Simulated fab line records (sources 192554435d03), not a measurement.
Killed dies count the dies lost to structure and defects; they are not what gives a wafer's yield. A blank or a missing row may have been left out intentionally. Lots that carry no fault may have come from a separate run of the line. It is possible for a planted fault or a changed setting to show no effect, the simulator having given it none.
fab line records | flow n5_finfet
[record] lots = 7 | wafers = 21 | last_day = 17
route steps=1938 shown BEOL_M1@805 BEOL_M4@1111 PASSIVATION@1936
lots that met no fault: from a run of the same line without faults
start_h: start of the lot's first displayed wafer, in hours after the record's first day | wait_h: hours from the lot's prior step to this one | " the same as in the row above | L1.1+2: one row covering several wafers at once | - no value present, or no start provided | * or withheld: withheld | < > ~ a bound
route shown NAME@n: names a module that has steps shown in the file, with the first one's number in the route | usual: the fault-free wafers' mean and standard deviation | same: alike in all rows | chamber/n: place in a boat | sites: per-site readings | _std_site: standard deviation across them | _edge_site: outer sites' mean less inner sites' | radius_mm: for every site, how far away it sits from the centre of the wafer | mask NAME#n: copy n | behind: the most recent tool/chamber to have shaped the wafer | hold: what put the lot on hold/how long, in hours/how the hold closed | device: whichever transistor did not switch (one of n, p or np) | end of line: the tests these same wafers got at the end of their route | step lacking rows: just its recipe | killed: dies lost to structure and defects at the first sort, not the wafer's yield | map: a wafer's dies, marking killed ones x, the rest . and places with no die _
set.NAME: setting as actually run; set.NAME@STEP: the setting as run at that earlier step | model.NAME: the simulator's own value behind a step, which no gauge read
certain route steps with their lots: each step a table, each wafer a row
services: when a tool's chamber went out of use (start_h, in hours from the record's first day, below 0 if earlier), for how many hours, and the reason
[[steps]]
[step N5_BEOL_M1_SRD_40]
[recipe] time_s = 30 | temp_c = 23 | rinse_liquid = diw | dry = ipa_marangoni
[step N5_BEOL_M1_PRECLEAN_42]
[recipe] chemistry = residue_remover | time_s = 60 | temp_c = 40
[step N5_BEOL_M1_SRD_43]
[recipe] time_s = 30 | temp_c = 23 | rinse_liquid = diw | dry = ipa_marangoni
[step N5_BEOL_M1_CD_MEAS_35]
[recipe] target_cd_nm = 18 | target_cd_y_nm = 21 | polarity = opening
[usual] cd_nm = 17.96/0.27
lot.wafer | tool      | chamber | start_h | wait_h | cd_nm
L514.1    | cd_sem-03 | -       | 160.94  | 0.0    | 18.35
L514.3    | "         | -       | "       | "      | 18.05
L514.5    | "         | -       | "       | "      | 17.71
L520.4    | cd_sem-01 | -       | 197.37  | 0.0    | 17.84
L520.5    | "         | -       | "       | "      | 17.93
L520.6    | "         | -       | "       | "      | 17.86
L521.1    | cd_sem-02 | -       | 204.15  | 0.0    | 17.76
L521.2    | "         | -       | "       | "      | 18.29
L521.6    | "         | -       | "       | "      | 17.96
L522.1    | cd_sem-02 | -       | 207.30  | 0.0    | 18.17
L522.4    | "         | -       | "       | "      | 18.29
L522.5    | "         | -       | "       | "      | 18.23
L525.3    | cd_sem-03 | -       | 228.07  | 0.0    | 17.87
L525.4    | "         | -       | "       | "      | 17.74
L525.5    | "         | -       | "       | "      | 17.43
L524.1    | cd_sem-01 | -       | 234.22  | 0.0    | 17.96
L524.4    | "         | -       | "       | "      | 18.37
L524.5    | "         | -       | "       | "      | 18.18
L529.2    | cd_sem-01 | -       | 252.63  | 0.0    | 18.33
L529.3    | "         | -       | "       | "      | 17.87
L529.4    | "         | -       | "       | "      | 18.06
[step N5_BEOL_M1_DEGAS_44]
[recipe] ambient = vacuum | temp_c = 250 | time_s = 60
[usual] heater_power_w = 332/42
lot.wafer | tool           | chamber | start_h | wait_h | heater_power_w
L514.1    | pvd_sputter-01 | -       | 161.57  | 0.6    | 254
L514.3    | "              | -       | "       | "      | 377
L514.5    | "              | -       | "       | "      | 374
L520.4    | pvd_sputter-02 | -       | 197.58  | 0.2    | 354
L520.5    | "              | -       | "       | "      | 341
L520.6    | "              | -       | "       | "      | 304
L521.1    | pvd_sputter-03 | -       | 204.39  | 0.2    | 371
L521.2    | "              | -       | "       | "      | 385
L521.6    | "              | -       | "       | "      | 342
L522.1    | pvd_sputter-02 | -       | 207.64  | 0.3    | 306
L522.4    | "              | -       | "       | "      | 357
L522.5    | "              | -       | "       | "      | 296
L525.3    | pvd_sputter-03 | -       | 228.44  | 0.4    | 370
L525.4    | "              | -       | "       | "      | 298
L525.5    | "              | -       | "       | "      | 338
L524.1    | pvd_sputter-02 | -       | 234.59  | 0.4    | 371
L524.4    | "              | -       | "       | "      | 360
L524.5    | "              | -       | "       | "      | 363
L529.2    | pvd_sputter-01 | -       | 252.95  | 0.3    | 249
L529.3    | "              | -       | "       | "      | 344
L529.4    | "              | -       | "       | "      | 348
[step N5_BEOL_M1_PRE_CLEAN_45]
[recipe] gas = H2/He | time_s = 30 | temp_c = 250
[usual] heater_power_w = 331/43
lot.wafer | tool           | chamber | start_h | wait_h | heater_power_w
L514.1    | pvd_sputter-01 | -       | 161.61  | 0.0    | 244
L514.3    | "              | -       | "       | "      | 372
L514.5    | "              | -       | "       | "      | 371
L520.4    | pvd_sputter-02 | -       | 197.62  | 0.0    | 351
L520.5    | "              | -       | "       | "      | 354
L520.6    | "              | -       | "       | "      | 303
L521.1    | pvd_sputter-03 | -       | 204.43  | 0.0    | 370
L521.2    | "              | -       | "       | "      | 370
L521.6    | "              | -       | "       | "      | 329
L522.1    | pvd_sputter-02 | -       | 207.68  | 0.0    | 303
L522.4    | "              | -       | "       | "      | 343
L522.5    | "              | -       | "       | "      | 297
L525.3    | pvd_sputter-03 | -       | 228.48  | 0.0    | 375
L525.4    | "              | -       | "       | "      | 299
L525.5    | "              | -       | "       | "      | 340
L524.1    | pvd_sputter-02 | -       | 234.63  | 0.0    | 376
L524.4    | "              | -       | "       | "      | 340
L524.5    | "              | -       | "       | "      | 353
L529.2    | pvd_sputter-01 | -       | 252.99  | 0.0    | 250
L529.3    | "              | -       | "       | "      | 351
L529.4    | "              | -       | "       | "      | 343
[step N5_BEOL_M1_ALD_84]
[recipe] material = TaN | target_thk_a = * | temp_c = 275 | ald_precursor_family = PDMAT | ald_co_reactant = NH3 | pressure_torr = 3 | carrier_flow_sccm = 1500 | pulse_time_s = 2 | purge_time_s = 3 | co_reactant_purge_time_s = 2 | co_reactant_pulse_time_s = 3 | ald_cycles = 30 | precursor_vessel_temp_c = 75 | precursor_vessel_pressure_torr = 26.25 | precursor_vessel_carrier_sccm = 1000
[usual] heater_power_w = 438/56
[same] ald_cycles = 30 | purge_time_s = 3
lot.wafer | tool         | chamber | start_h | wait_h | heater_power_w
L514.1    | ald_metal-03 | 2       | 161.68  | 0.0    | 512
L514.3    | "            | 3       | "       | "      | 355
L514.5    | "            | 0       | "       | "      | 419
L520.4    | ald_metal-01 | 0       | 197.68  | 0.0    | 434
L520.5    | "            | 3       | "       | "      | 377
L520.6    | "            | 0       | "       | "      | 456
L521.1    | ald_metal-03 | 0       | 204.50  | 0.1    | 417
L521.2    | "            | 1       | "       | "      | 371
L521.6    | "            | 0       | "       | "      | 426
L522.1    | ald_metal-03 | 3       | 207.75  | 0.1    | 352
L522.4    | "            | 2       | "       | "      | 510
L522.5    | "            | 1       | "       | "      | 372
L525.3    | ald_metal-01 | 1       | 228.69  | 0.2    | 489
L525.4    | "            | 0       | "       | "      | 458
L525.5    | "            | 1       | "       | "      | 481
L524.1    | ald_metal-02 | 1       | 234.70  | 0.0    | 515
L524.4    | "            | 3       | "       | "      | 467
L524.5    | "            | 0       | "       | "      | 447
L529.2    | ald_metal-02 | 3       | 253.19  | 0.2    | 463
L529.3    | "            | 2       | "       | "      | 350
L529.4    | "            | 0       | "       | "      | 446
[step N5_BEOL_M1_SURFACE_TREAT_85]
[recipe] gas = Ar | time_s = * | ion_energy_ev = * | ion_current_ma_cm2 = 0.5 | pressure_mtorr = * | ar_flow_sccm = 30
[usual] throttle_valve_pct = *
lot.wafer | tool           | chamber | start_h | wait_h | throttle_valve_pct
L514.1    | pvd_sputter-02 | -       | 162.12  | 0.3    | *
L514.3    | "              | -       | "       | "      | *
L514.5    | "              | -       | "       | "      | *
L520.4    | pvd_sputter-02 | -       | 197.93  | 0.1    | *
L520.5    | "              | -       | "       | "      | *
L520.6    | "              | -       | "       | "      | *
L521.1    | pvd_sputter-01 | -       | 204.74  | 0.1    | *
L521.2    | "              | -       | "       | "      | *
L521.6    | "              | -       | "       | "      | *
L522.1    | pvd_sputter-02 | -       | 208.12  | 0.3    | *
L522.4    | "              | -       | "       | "      | *
L522.5    | "              | -       | "       | "      | *
L525.3    | pvd_sputter-03 | -       | 228.96  | 0.2    | *
L525.4    | "              | -       | "       | "      | *
L525.5    | "              | -       | "       | "      | *
L524.1    | pvd_sputter-03 | -       | 234.96  | 0.2    | *
L524.4    | "              | -       | "       | "      | *
L524.5    | "              | -       | "       | "      | *
L529.2    | pvd_sputter-02 | -       | 253.58  | 0.3    | *
L529.3    | "              | -       | "       | "      | *
L529.4    | "              | -       | "       | "      | *
[step N5_BEOL_M1_CVD_47]
[recipe] material = Co | target_thk_a = 30 | temp_c = withheld | precursor = CCTBA/H2 | pressure_torr = 30 | time_s = 223.8
[step N5_BEOL_M1_SPUTTER_48]
[recipe] material = Cu | target_thk_a = 45 | temp_c = -20 | chamber_pressure_pa = 0.07 | power_w = withheld | time_s = 8.29
[step N5_BEOL_M1_ANNEAL_49]
[recipe] temp_c = 400 | time_s = 240 | ambient = vacuum
[usual] heater_power_w = 839/93 | susceptor_temp_C = 400.02/0.22
lot.wafer | tool           | chamber | start_h | wait_h | heater_power_w | susceptor_temp_C
L514.1    | pvd_sputter-02 | -       | 162.48  | 0.0    | 932            | 399.98
L514.3    | "              | -       | "       | "      | 882            | 399.70
L514.5    | "              | -       | "       | "      | 952            | 400.00
L520.4    | pvd_sputter-02 | -       | 198.23  | 0.0    | 886            | 400.11
L520.5    | "              | -       | "       | "      | 879            | 400.20
L520.6    | "              | -       | "       | "      | 763            | 399.96
L521.1    | pvd_sputter-01 | -       | 205.11  | 0.0    | 859            | 399.95
L521.2    | "              | -       | "       | "      | 852            | 399.63
L521.6    | "              | -       | "       | "      | 620            | 399.66
L522.1    | pvd_sputter-02 | -       | 208.45  | 0.0    | 727            | 400.11
L522.4    | "              | -       | "       | "      | 784            | 399.70
L522.5    | "              | -       | "       | "      | 875            | 400.01
L525.3    | pvd_sputter-02 | -       | 230.41  | 0.0    | 922            | 399.72
L525.4    | "              | -       | "       | "      | 875            | 400.36
L525.5    | "              | -       | "       | "      | 939            | 400.23
L524.1    | pvd_sputter-02 | -       | 235.29  | 0.0    | 718            | 400.31
L524.4    | "              | -       | "       | "      | 859            | 399.77
L524.5    | "              | -       | "       | "      | 883            | 400.08
L529.2    | pvd_sputter-03 | -       | 253.96  | 0.0    | 938            | 399.98
L529.3    | "              | -       | "       | "      | 839            | 400.08
L529.4    | "              | -       | "       | "      | 743            | 399.91
[step N5_BEOL_M1_SPUTTER_79]
[recipe] material = Cu | target_thk_a = 45 | temp_c = -20 | chamber_pressure_pa = 0.07 | power_w = withheld | time_s = 8.29
[step N5_BEOL_M1_ANNEAL_80]
[recipe] temp_c = 400 | time_s = 240 | ambient = vacuum
[usual] heater_power_w = 839/92 | susceptor_temp_C = 399.99/0.22
lot.wafer | tool           | chamber | start_h | wait_h | heater_power_w | susceptor_temp_C
L514.1    | pvd_sputter-02 | -       | 162.70  | 0.0    | 917            | 400.11
L514.3    | "              | -       | "       | "      | 881            | 400.13
L514.5    | "              | -       | "       | "      | 911            | 400.09
L520.4    | pvd_sputter-02 | -       | 198.45  | 0.0    | -              | -
L520.5    | "              | -       | "       | "      | -              | -
L520.6    | "              | -       | "       | "      | -              | -
L521.1    | pvd_sputter-01 | -       | 205.33  | 0.0    | -              | -
L521.2    | "              | -       | "       | "      | -              | -
L521.6    | "              | -       | "       | "      | -              | -
L522.1    | pvd_sputter-02 | -       | 208.67  | 0.0    | -              | -
L522.4    | "              | -       | "       | "      | -              | -
L522.5    | "              | -       | "       | "      | -              | -
L525.3    | pvd_sputter-02 | -       | 230.63  | 0.0    | 946            | 400.05
L525.4    | "              | -       | "       | "      | 845            | 399.94
L525.5    | "              | -       | "       | "      | 936            | 400.30
L524.1    | pvd_sputter-02 | -       | 235.51  | 0.0    | 727            | 399.88
L524.4    | "              | -       | "       | "      | 864            | 399.78
L524.5    | "              | -       | "       | "      | 887            | 399.52
L529.2    | pvd_sputter-03 | -       | 254.18  | 0.0    | 946            | 400.22
L529.3    | "              | -       | "       | "      | 843            | 399.97
L529.4    | "              | -       | "       | "      | 750            | 399.81
[step N5_BEOL_M1_SPUTTER_81]
[recipe] material = Cu | target_thk_a = 45 | temp_c = -20 | chamber_pressure_pa = 0.07 | power_w = withheld | time_s = 8.29
[step N5_BEOL_M4_RC_MEAS_101]
[usual] DIBL_N = 36.5/1.4 | DIBL_P = 36.5/1.6 | IOFF_N = 0.163/0.022 | IOFF_P = 0.219/0.029 | ION_N = 675/8.3 | ION_P = 464/6.2 | SS_N = 71.5/0.52 | SS_P = 73.4/0.57 | VT_N = 249.7/2.6 | VT_P = -250/3
lot.wafer | tool      | chamber | start_h | wait_h | DIBL_N[mV/V] | DIBL_P[mV/V] | IOFF_N[nA/um] | IOFF_P[nA/um] | ION_N[uA/um] | ION_P[uA/um] | SS_N[mV/dec] | SS_P[mV/dec] | VT_N[mV] | VT_P[mV]
L514.1    | prober-02 | 0       | 201.60  | 0.0    | 37.2         | 36.7         | 0.175         | 0.217         | 675          | 462          | 71.6         | 74.2         | 249.6    | -253
L514.3    | "         | 0       | "       | "      | 36.6         | 35.0         | 0.162         | 0.191         | 679          | 463          | 71.9         | 73.3         | 253.3    | -253
L514.5    | "         | 0       | "       | "      | 38.3         | 38.0         | 0.198         | 0.237         | 681          | 470          | 71.6         | 74.3         | 247.6    | -250
L520.4    | prober-02 | 0       | 232.44  | 0.5    | 38.3         | 38.4         | 0.217         | 0.288         | 693          | 475          | 71.7         | 73.1         | 245.6    | -242
L520.5    | "         | 0       | "       | "      | 37.1         | 38.1         | 0.190         | 0.275         | 686          | 478          | 71.1         | 73.4         | 245.2    | -246
L520.6    | "         | 0       | "       | "      | 36.1         | 37.9         | 0.180         | 0.271         | 684          | 476          | 70.4         | 73.4         | 247.6    | -242
L522.1    | prober-01 | 0       | 246.45  | 0.0    | 36.2         | 37.9         | 0.182         | 0.281         | 683          | 477          | 72.1         | 73.4         | 245.3    | -242
L522.4    | "         | 0       | "       | "      | 36.1         | 38.0         | 0.189         | 0.304         | 691          | 483          | 71.5         | 73.7         | 244.6    | -241
L522.5    | "         | 0       | "       | "      | 35.5         | 37.1         | 0.170         | 0.271         | 680          | 476          | 71.5         | 74.0         | 247.4    | -244
L521.1    | prober-02 | 0       | 248.00  | 0.0    | 36.6         | 35.6         | 0.175         | 0.246         | 674          | 471          | 72.5         | 73.1         | 246.5    | -247
L521.2    | "         | 0       | "       | "      | 36.0         | 35.5         | 0.164         | 0.233         | 677          | 467          | 71.6         | 73.6         | 243.1    | -247
L521.6    | "         | 0       | "       | "      | 36.1         | 35.9         | 0.170         | 0.235         | 681          | 472          | 71.4         | 73.8         | 247.6    | -245
L525.3    | prober-02 | 0       | 262.51  | 0.3    | 34.0         | 33.1         | 0.118         | 0.169         | 672          | 453          | 70.2         | 72.9         | 254.2    | -253
L525.4    | "         | 0       | "       | "      | 36.5         | 36.7         | 0.155         | 0.213         | 663          | 457          | 71.2         | 73.5         | 251.6    | -249
L525.5    | "         | 0       | "       | "      | 36.1         | 36.0         | 0.153         | 0.202         | 675          | 460          | 71.3         | 73.2         | 248.6    | -248
L524.1    | prober-01 | 0       | 279.25  | 0.0    | 37.9         | 36.0         | 0.168         | 0.196         | 684          | 459          | 71.8         | 73.7         | 249.6    | -253
L524.4    | "         | 0       | "       | "      | 38.9         | 37.0         | 0.189         | 0.216         | 688          | 461          | 71.8         | 74.8         | 247.1    | -255
L524.5    | "         | 0       | "       | "      | 38.3         | 36.9         | 0.174         | 0.210         | 679          | 460          | 71.2         | 74.4         | 248.3    | -252
L529.2    | prober-02 | 0       | 290.83  | 0.2    | 37.7         | 36.4         | 0.165         | 0.218         | 668          | 456          | 71.3         | 74.6         | 249.7    | -251
L529.3    | "         | 0       | "       | "      | 37.4         | 36.4         | 0.161         | 0.229         | 673          | 466          | 71.7         | 73.8         | 249.1    | -247
L529.4    | "         | 0       | "       | "      | 38.7         | 37.4         | 0.177         | 0.240         | 679          | 467          | 71.8         | 74.0         | 246.7    | -248
[step N5_PASSIVATION_PROBE_49]
[usual] defect_limited_yield = 91.2/1.6 | killed_at_M0_to_M3 = 33/11 | killed_at_M4_up = 15/6.2 | killed_at_contacts = 15/7.1 | killed_at_front_end = 38/12 | killed_at_other = 4/3.5 | killed_dies = 104/19 | killed_on_rim = 14/4 | killed_open = 69/14 | killed_short = 34/8.5 | sort_bin_5_function = 5.2/0.99 | sort_bin_6_memory = 3.3/0.77 | sort_n_pass = 1076/19 | sort_yield_pct = 91.2/1.6
[same] gross_dies = 1180 | killed_at_back_side = 0 | sort_bin_4_leakage[%] = 0 | sort_bin_8_speed[%] = 0
lot.wafer | tool      | chamber | start_h | wait_h | defect_limited_yield[%] | killed_at_M0_to_M3 | killed_at_M4_up | killed_at_contacts | killed_at_front_end | killed_at_other | killed_dies | killed_on_rim | killed_open | killed_short | sort_bin_5_function[%] | sort_bin_6_memory[%] | sort_n_pass | sort_yield_pct[%]
L514.1    | prober-01 | -       | 310.05  | 0.0    | 90.1                    | 36                 | 19              | 20                 | 37                  | 5               | 117         | 11            | 85          | 32           | 5.8                    | 3.9                  | 1063        | 90.1
L514.3    | prober-01 | -       | 310.15  | 0.1    | 89.2                    | 39                 | 24              | 24                 | 38                  | 2               | 127         | 16            | 97          | 29           | 7.3                    | 3.3                  | 1053        | 89.2
L520.4    | prober-02 | -       | 335.21  | 0.2    | 92.3                    | 26                 | 15              | 10                 | 35                  | 5               | 91          | 10            | 68          | 23           | 4.4                    | 3.2                  | 1089        | 92.3
L520.5    | prober-02 | -       | 335.26  | 0.2    | 91.4                    | 27                 | 12              | 13                 | 46                  | 4               | 102         | 15            | 71          | 31           | 5.2                    | 2.8                  | 1078        | 91.4
L520.6    | prober-02 | -       | 335.31  | 0.3    | 90.7                    | 43                 | 19              | 4                  | 41                  | 3               | 110         | 21            | 74          | 35           | 6.0                    | 3.0                  | 1070        | 90.7
L522.1    | prober-01 | -       | 347.68  | 0.0    | 91.9                    | 25                 | 12              | 12                 | 44                  | 2               | 95          | 10            | 58          | 33           | 4.3                    | 3.3                  | 1085        | 91.9
L522.4    | prober-01 | -       | 347.83  | 0.2    | 93.1                    | 25                 | 13              | 16                 | 27                  | 1               | 82          | 12            | 62          | 19           | 4.4                    | 2.5                  | 1098        | 93.1
L522.5    | prober-01 | -       | 347.88  | 0.2    | 90.3                    | 26                 | 15              | 11                 | 61                  | 2               | 115         | 16            | 72          | 42           | 5.9                    | 3.1                  | 1065        | 90.3
L521.1    | prober-01 | -       | 354.76  | 0.0    | 91.2                    | 44                 | 6               | 9                  | 41                  | 4               | 104         | 11            | 68          | 35           | 5.6                    | 2.7                  | 1076        | 91.2
L521.2    | prober-01 | -       | 354.81  | 0.1    | 93.2                    | 39                 | 10              | 6                  | 17                  | 8               | 80          | 8             | 57          | 23           | 4.4                    | 1.9                  | 1100        | 93.2
L521.6    | prober-01 | -       | 355.01  | 0.3    | 91.7                    | 33                 | 14              | 15                 | 26                  | 10              | 98          | 15            | 70          | 28           | 5.1                    | 3.1                  | 1082        | 91.7
L524.1    | prober-02 | -       | 378.32  | 0.0    | 89.7                    | 48                 | 16              | 19                 | 36                  | 2               | 121         | 13            | 83          | 36           | 5.3                    | 4.5                  | 1059        | 89.7
L524.4    | prober-02 | -       | 378.47  | 0.2    | 90.7                    | 34                 | 16              | 14                 | 43                  | 3               | 110         | 16            | 80          | 30           | 5.7                    | 3.6                  | 1070        | 90.7
L524.5    | prober-02 | -       | 378.52  | 0.2    | 89.5                    | 49                 | 15              | 38                 | 21                  | 1               | 124         | 16            | 81          | 43           | 6.3                    | 3.6                  | 1056        | 89.5
// killed by level:class
L514.1 MOL_CONTACT_COAG:geometric_particle:open=15 STI_FIN_REVEAL:geometric_particle:open=11 GATE_CUT:geometric_particle:short=7 BEOL_M4:geometric_particle:open=7 BEOL_M0:geometric_particle:open=6 BEOL_M2:geometric_particle:open=6 MOL_CONTACT_COAG:geometric_particle:short=5 BEOL_M1:geometric_particle:open=5
L514.3 MOL_CONTACT_COAG:geometric_particle:open=19 STI_FIN_REVEAL:geometric_particle:open=12 BEOL_M2:geometric_particle:open=12 BEOL_M4:geometric_particle:open=10 FIN_SAQP:geometric_particle:open=9 BEOL_M5:geometric_particle:open=7 DUMMY_GATE:geometric_particle:open=6 MOL_CONTACT_COAG:geometric_particle:short=5
L520.4 STI_FIN_REVEAL:geometric_particle:open=10 MOL_CONTACT_COAG:geometric_particle:open=8 BEOL_M2:geometric_particle:open=8 ILD0:geometric_particle:open=7 BEOL_M0_SAQP:geometric_particle:short=7 BEOL_M4:geometric_particle:open=7 BEOL_M0_SAQP:geometric_particle:open=4 BEOL_M1:geometric_particle:open=4
L520.5 STI_FIN_REVEAL:geometric_particle:open=18 MOL_CONTACT_COAG:geometric_particle:open=13 BEOL_M0_SAQP:geometric_particle:short=8 FIN_SAQP:geometric_particle:open=7 BEOL_M1:geometric_particle:open=6 BEOL_M3:geometric_particle:open=5 STARTING-WAFER:geometric_particle:short=5 ILD0:geometric_particle:short=4
L520.6 BEOL_M2:geometric_particle:open=12 BEOL_M1:geometric_particle:open=11 FIN_SAQP:geometric_particle:open=10 BEOL_M4:geometric_particle:open=10 FIN_SAQP:geometric_particle:short=8 BEOL_M3:geometric_particle:open=7 BEOL_M1:geometric_particle:short=5 BEOL_M0_SAQP:geometric_particle:open=4
L522.1 MOL_CONTACT_COAG:geometric_particle:open=10 STI_FIN_REVEAL:geometric_particle:open=9 GATE_CUT:geometric_particle:short=6 BEOL_M4:geometric_particle:open=6 FIN_SAQP:geometric_particle:open=5 ILD0:geometric_particle:short=5 DUMMY_GATE:geometric_particle:open=5 BEOL_M0:geometric_particle:short=5
L522.4 MOL_CONTACT_COAG:geometric_particle:open=14 STI_FIN_REVEAL:geometric_particle:open=13 BEOL_M1:geometric_particle:open=7 BEOL_M4:geometric_particle:open=6 BEOL_M0_SAQP:geometric_particle:open=4 BEOL_M0_SAQP:geometric_particle:short=4 BEOL_M2:geometric_particle:open=4 STARTING-WAFER:geometric_particle:short=4
L522.5 FIN_SAQP:geometric_particle:short=15 STI_FIN_REVEAL:geometric_particle:open=13 MOL_CONTACT_COAG:geometric_particle:open=10 FIN_SAQP:geometric_particle:open=8 BEOL_M4:geometric_particle:open=8 BEOL_M2:geometric_particle:open=7 BEOL_M1:geometric_particle:open=6 GATE_CUT:geometric_particle:short=5
L521.1 STI_FIN_REVEAL:geometric_particle:open=15 BEOL_M0_SAQP:geometric_particle:short=12 BEOL_M1:geometric_particle:open=10 MOL_CONTACT_COAG:geometric_particle:open=8 BEOL_M0_SAQP:geometric_particle:open=8 BEOL_M2:geometric_particle:open=5 BEOL_M3:geometric_particle:open=5 STI_FIN_REVEAL:geometric_particle:short=4
L521.2 BEOL_M1:geometric_particle:open=14 BEOL_M3:geometric_particle:open=10 MOL_CONTACT_COAG:geometric_particle:open=5 BEOL_M0_SAQP:geometric_particle:open=4 BEOL_M2:geometric_particle:open=4 BEOL_M0_SAQP:geometric_particle:short=3 BEOL_M3:geometric_particle:short=3 BEOL_M4:geometric_particle:open=3
L521.6 MOL_CONTACT_COAG:geometric_particle:open=12 BEOL_M3:geometric_particle:open=11 BEOL_M0_SAQP:geometric_particle:open=9 BEOL_M0_SAQP:geometric_particle:short=7 STI_FIN_REVEAL:geometric_particle:open=6 GATE_CUT:geometric_particle:open=5 BEOL_M4:geometric_particle:open=4 MOL_CONTACT_COAG:geometric_particle:short=3
L524.1 MOL_CONTACT_COAG:geometric_particle:open=16 BEOL_M1:geometric_particle:open=13 BEOL_M0_SAQP:geometric_particle:short=11 FIN_SAQP:geometric_particle:open=8 GATE_CUT:geometric_particle:short=8 BEOL_M0_SAQP:geometric_particle:open=8 BEOL_M3:geometric_particle:open=8 BEOL_M5:geometric_particle:open=6
L524.4 MOL_CONTACT_COAG:geometric_particle:open=12 FIN_SAQP:geometric_particle:open=10 DUMMY_GATE:geometric_particle:open=7 BEOL_M0_SAQP:geometric_particle:short=7 BEOL_M3:geometric_particle:open=7 FIN_SAQP:geometric_particle:short=6 BEOL_M0_SAQP:geometric_particle:open=6 GATE_CUT:geometric_particle:short=5
L524.5 MOL_CONTACT_COAG:geometric_particle:open=29 BEOL_M0_SAQP:geometric_particle:short=14 BEOL_M3:geometric_particle:open=12 MOL_CONTACT_COAG:geometric_particle:short=9 FIN_SAQP:geometric_particle:open=8 BEOL_M2:geometric_particle:open=7 BEOL_M0_SAQP:geometric_particle:open=6 BEOL_M4:geometric_particle:short=5
[[services]]
tool           | chamber | start_h | hours | kind
pvd_sputter-01 | -       | 141.96  | 1.9   | repair
ald_metal-03   | 1       | 150.45  | 11.6  | repair
[[key]]
[first_sign] step = N5_BEOL_M1_ANNEAL_80 | reading = tool_record | direction = missing
effect none on later readings
met_at N5_BEOL_M1_ANNEAL_80
struck_wafers L520.4,L520.5,L520.6,L521.1,L521.2,L521.6,L522.1,L522.4,L522.5
onset_between 162.70 198.45
[fault] kind = skipped_step_whole | tool = pvd_sputter-01,pvd_sputter-02 | chamber = - | onset_h = 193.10 | steps = N5_BEOL_M1_ANNEAL_80 | scope = struck_lots_only
